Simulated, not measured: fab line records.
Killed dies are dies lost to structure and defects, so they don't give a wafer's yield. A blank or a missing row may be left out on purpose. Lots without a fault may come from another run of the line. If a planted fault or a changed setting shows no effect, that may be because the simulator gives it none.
What tool caused it?    flow n5Finfet    Sampling: 24 lots, 72 wafers, 2 of 1938 route steps

## WHAT THE GAUGES SHOWED, per wafer
N5_BEOL_M11_OCD_MEAS_38. Usual: 147.8 nm for trenchDepthNm, sd 2.2.
lot   measured      on      trenchDepthNm (nm)  flag
L074  day 10 13:23  ocd-02  145.1 147.7 150.7   
L075  day 10 16:27  ocd-02  149.8 148.5 148.8   
L076  day 11 00:22  ocd-02  142.6 144.3 143.7   
L078  day 11 02:59  ocd-02  146.5 146.2 145.4   
L077  day 11 08:01  ocd-02  145.8 147.0 146.0   
L079  day 12 01:35  ocd-02  150.7 144.0 150.7   
L080  day 12 14:37  ocd-02  145.2 147.0 146.4   
L081  day 12 18:32  ocd-02  148.0 147.0 149.5   
L084  day 13 23:23  ocd-02  147.5 148.8 151.7   
L087  day 14 01:49  ocd-02  148.9 146.2 146.5   
L083  day 14 03:20  ocd-01  149.8 148.6 144.9   
L082  day 14 05:50  ocd-01  144.6 149.3 144.5   
L086  day 14 08:13  ocd-01  147.4 146.5 144.0   
L085  day 14 13:02  ocd-02  150.6 150.7 150.3   
L088  day 14 16:39  ocd-01  143.7 148.0 148.4   
L089  day 15 07:54  ocd-02  146.6 145.7 148.1   
L091  day 15 18:29  ocd-02  145.1 148.2 146.9   
L090  day 15 18:52  ocd-01  150.4 147.5 150.5   
L092  day 15 21:10  ocd-02  148.6 147.8 146.1   
L094  day 15 21:20  ocd-02  146.1 147.1 144.6   
L093  day 15 21:53  ocd-02  147.4 151.5 151.5   
L095  day 16 04:34  ocd-01  150.9 148.9 147.6   
L096  day 16 10:13  ocd-02  144.0 146.5 147.9   
L097  day 17 04:06  ocd-01  150.8 150.6 151.0   

N5_BEOL_M11_CD_MEAS_35 targets a cd of 70 nm. Usual: 69.9 nm for cdNm, sd 0.47.
lot   measured      on        cdNm (nm)       flag
L074  day 10 13:32  cdSem-03  70.3 69.8 70.1  
L075  day 10 16:36  cdSem-02  69.2 69.2 69.8  
L076  day 11 00:32  cdSem-01  69.5 69.6 69.8  
L078  day 11 03:10  cdSem-03  70.6 69.2 70.6  
L077  day 11 08:11  cdSem-02  70.0 69.8 69.7  
L079  day 12 01:44  cdSem-02  70.3 69.6 69.9  
L080  day 12 14:46  cdSem-03  69.4 69.7 70.1  
L081  day 12 18:42  cdSem-01  70.4 70.1 70.5  
L084  day 13 23:32  cdSem-02  70.6 70.3 70.2  
L087  day 14 01:58  cdSem-01  70.2 69.9 69.3  
L083  day 14 03:29  cdSem-02  69.6 69.8 70.2  
L082  day 14 06:00  cdSem-03  69.8 69.9 69.8  
L086  day 14 08:22  cdSem-01  69.7 69.2 68.9  
L085  day 14 13:11  cdSem-03  70.4 69.9 69.5  
L088  day 14 16:48  cdSem-03  69.7 70.3 69.3  
L089  day 15 08:03  cdSem-01  70.5 70.8 70.1  
L091  day 15 18:44  cdSem-03  69.6 69.2 68.6  
L090  day 15 19:01  cdSem-03  69.7 69.9 70.4  
L092  day 15 21:19  cdSem-02  70.0 70.2 70.2  
L094  day 15 21:35  cdSem-02  70.4 70.3 69.9  
L093  day 15 22:02  cdSem-03  69.8 70.0 69.5  
L095  day 16 04:43  cdSem-02  69.8 70.4 70.3  
L096  day 16 10:28  cdSem-01  69.4 69.4 69.6  
L097  day 17 04:16  cdSem-01  71.0 69.8 70.1  

## WHAT TOOL EACH LOT RAN ON (gives the tool, then ch and the chambers of the sampled wafers, and finally the start)
There is no process step in the record ahead of these readings.

## WHAT THE TOOLS THEMSELVES READ (means of the sampled wafers that have a number; where no wafer has one, the mark that the record gives instead)
The record holds no such reading with a usual standard deviation.

## THE ANSWER, worked out from the rows above alone
Rule: take the mean of a lot's wafers that have a number; if it is more than 3 standard deviations from the usual mean, the lot is off. Also off: a lot with no number at a reading for which 4 or more lots have one. The other lots that the step has rows for count as sound. First the gauges in route order, then the tools' own readings, where a lot's mean is used as printed above. At the first step where some lot is off, the reading lying furthest off is the one used; lots without a number count as furthest.
No lot is off on any of the readings shown, so nothing can be concluded from this.

## WHAT THE SIMULATOR HAD INSERTED
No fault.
